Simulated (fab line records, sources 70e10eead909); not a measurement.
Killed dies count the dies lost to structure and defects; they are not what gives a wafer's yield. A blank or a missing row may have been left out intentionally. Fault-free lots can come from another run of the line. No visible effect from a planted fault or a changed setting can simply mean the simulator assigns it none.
Which tool did it? | flow nand-harc | 36 wafers from 12 lots sampled at 3 of the route's 1302 steps

## WHAT THE GAUGES SHOWED, per wafer
NHARC_A_CONTACT_INSPECT_71.
lot  | measured     | on                | raw-defect-count
L076 | day 22 18:51 | defect-inspect-02 | 55 53 54
L077 | day 22 22:01 | defect-inspect-02 | 110 88 105
L082 | day 24 16:37 | defect-inspect-01 | 131 121 115
L080 | day 24 19:43 | defect-inspect-01 | 51 68 71
L083 | day 25 16:40 | defect-inspect-01 | 21 6 12
L085 | day 26 03:36 | defect-inspect-01 | 85 93 74
L088 | day 27 20:59 | defect-inspect-02 | 71 84 84
L087 | day 28 03:34 | defect-inspect-01 | 115 145 142
L092 | day 29 11:13 | defect-inspect-01 | 70 70 75
L093 | day 29 18:53 | defect-inspect-01 | 124 88 89
L095 | day 30 12:24 | defect-inspect-02 | 64 64 66
L097 | day 31 16:58 | defect-inspect-02 | 53 28 40

## WHICH TOOL RAN EACH LOT (tool, then ch and the chambers of the sampled wafers, then the start)
lot  | NHARC_A_CONTACT_STRIP_55                      | NHARC_A_CONTACT_DEP_58
L076 | rie-diel-12 ch 0,1, day 22 18:02 or earlier   | pecvd-04 ch 0,1, day 22 18:02
L077 | rie-diel-12 ch 1,2,3, day 22 21:11 or earlier | pecvd-01 ch 1,2, day 22 21:11
L082 | rie-diel-03 ch 0,3, day 24 15:55 or earlier   | pecvd-04 ch 1,2, day 24 15:55
L080 | rie-diel-12 ch 1,2,3, day 24 18:53 or earlier | pecvd-04 ch 0,1,2, day 24 18:53
L083 | rie-diel-03 ch 2,3, day 25 16:00 or earlier   | pecvd-03 ch 1,2, day 25 16:00
L085 | rie-diel-12 ch 1,2,3, day 26 02:56 or earlier | pecvd-04 ch 1,2, day 26 02:56
L088 | rie-diel-12 ch 0,1, day 27 20:13 or earlier   | pecvd-03 ch 1,2, day 27 20:13
L087 | rie-diel-13 ch 0,1,2, day 28 02:38 or earlier | pecvd-04 ch 0,1, day 28 02:38
L092 | rie-diel-03 ch 1,3, day 29 10:22 or earlier   | pecvd-04 ch 0,1,2, day 29 10:22
L093 | rie-diel-12 ch 0,1,2, day 29 18:02 or earlier | pecvd-04 ch 1,2, day 29 18:02
L095 | rie-diel-03 ch 2,3, day 30 11:34 or earlier   | pecvd-04 ch 1,2, day 30 11:34
L097 | rie-diel-12 ch 0,1, day 31 16:15 or earlier   | pecvd-04 ch 0,1, day 31 16:15
- NHARC_A_CONTACT_STRIP_55: strips in O2.
- NHARC_A_CONTACT_DEP_58: deposits SiON, target thk 90 nm.

## THE ANSWER, worked out from the rows above alone
Rule: what is usual is taken from the lots themselves. Put in order of their means at a reading, lots are off if they are a third of the lots or fewer, leave a main group of 4 or more, and stand apart from it by a gap of 3 or more times the standard deviation of the main group's means; of several such gaps the widest counts. A main group whose means are all the same, to the digits that the tables above print for the reading, isn't used. Also off: a lot with no number at a reading for which 4 or more lots have one. The other lots that the step has rows for count as sound.
Nothing can be told from this: no lot is off at any reading shown.

## WHAT THE SIMULATOR PUT IN
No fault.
